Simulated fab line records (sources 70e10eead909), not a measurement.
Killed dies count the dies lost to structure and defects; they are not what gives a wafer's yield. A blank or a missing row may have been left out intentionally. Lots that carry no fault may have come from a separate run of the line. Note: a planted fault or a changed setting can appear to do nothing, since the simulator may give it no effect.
Chamber matching | flow nand harc | rie diel-06 running NHARC_A_CHANNEL_FILL_D1_STRIP_28: 4 sister chambers
The step strips in O2, time 20 s. 22 wafers are shown with their chamber, then 11 later ones without.

== EACH WAFER AND ITS CHAMBER ==
wafer  | chamber | showerhead plenum p Torr (Torr) | drypump motor current A (A) | oes product au (a.u.)
L075.2 | 0       | 3.79                            | 5.6                         | 0.984
L075.3 | 1       | 3.39                            | 5.4                         | 0.997
L075.5 | 2       | 3.30                            | 5.7                         | 1.003
L077.1 | 3       | 3.51                            | 6.6                         | 1.008
L077.2 | 2       | 3.30                            | 5.8                         | 1.011
L077.3 | 1       | 3.39                            | 5.3                         | 1.008
L077.4 | 0       | 3.79                            | 5.6                         | 0.982
L077.5 | 1       | 3.39                            | 5.3                         | 1.010
L077.6 | 0       | 3.78                            | 5.6                         | 0.989
L080.1 | 3       | 3.51                            | 6.6                         | 0.994
L080.2 | 2       | 3.30                            | 5.7                         | 1.007
L080.4 | 0       | 3.78                            | 5.6                         | 0.988
L081.3 | 0       | 3.78                            | 5.6                         | 0.993
L081.5 | 1       | 3.39                            | 5.4                         | 1.003
L081.6 | 0       | 3.78                            | 5.6                         | 0.993
L084.4 | 2       | 3.30                            | 5.7                         | 1.003
L084.5 | 3       | 3.51                            | 6.6                         | 1.000
L084.6 | 0       | 3.78                            | 5.6                         | 0.994
L087.3 | 0       | 3.78                            | 5.6                         | 0.991
L087.5 | 0       | 3.78                            | 5.6                         | 0.999
L087.6 | 3       | 3.51                            | 6.6                         | 0.986
L089.2 | 0       | 3.78                            | 5.6                         | 1.005

SIGNATURES (averages over the wafers above)
reading                  | chamber 0 | chamber 1 | chamber 2 | chamber 3 | scatter within a chamber
showerhead plenum p Torr | 3.7820    | 3.3900    | 3.3000    | 3.5100    | 0.00298
drypump motor current A  | 5.600     | 5.350     | 5.725     | 6.600     | 0.0312
oes product au           | 0.99180   | 1.00450   | 1.00600   | 0.99700   | 0.00674
Rule: a wafer lies at a distance from a chamber equal to the root of the sum of squares, over the readings, of (its reading less the chamber's mean, divided by the reading's scatter). The wafer belongs to the nearest chamber; if the next one is less than 2 further off, it can't be placed. How the scatter is found: for the shown wafers, subtract from each reading the mean of its chamber, square and add these, divide the total by (wafers less chambers), then take the root.

== WAFERS MISSING THEIR CHAMBER ==
wafer  | showerhead plenum p Torr (Torr) | drypump motor current A (A) | oes product au (a.u.)
L089.3 | 3.30                            | 5.7                         | 1.008
L089.5 | 3.51                            | 6.6                         | 0.989
L091.1 | 3.78                            | 5.7                         | 0.990
L091.3 | 3.51                            | 6.6                         | 0.995
L091.4 | 3.39                            | 5.4                         | 1.008
L092.1 | 3.51                            | 6.6                         | 0.989
L092.2 | 3.39                            | 5.4                         | 1.018
L092.4 | 3.78                            | 5.6                         | 0.992
L096.1 | 3.39                            | 5.4                         | 1.013
L096.5 | 3.39                            | 5.3                         | 1.007
L096.6 | 3.78                            | 5.6                         | 0.997

== THE CHAMBER EACH PASSED THROUGH ==
wafer  | from the rows above | in truth
L089.3 | 2                   | 2
L089.5 | 3                   | 3
L091.1 | 0                   | 0
L091.3 | 3                   | 3
L091.4 | 1                   | 1
L092.1 | 3                   | 3
L092.2 | 1                   | 1
L092.4 | 0                   | 0
L096.1 | 1                   | 1
L096.5 | 1                   | 1
L096.6 | 0                   | 0
Placed correctly: 11 of 11. Not placeable from these rows: 0. Number placed wrongly: 0.
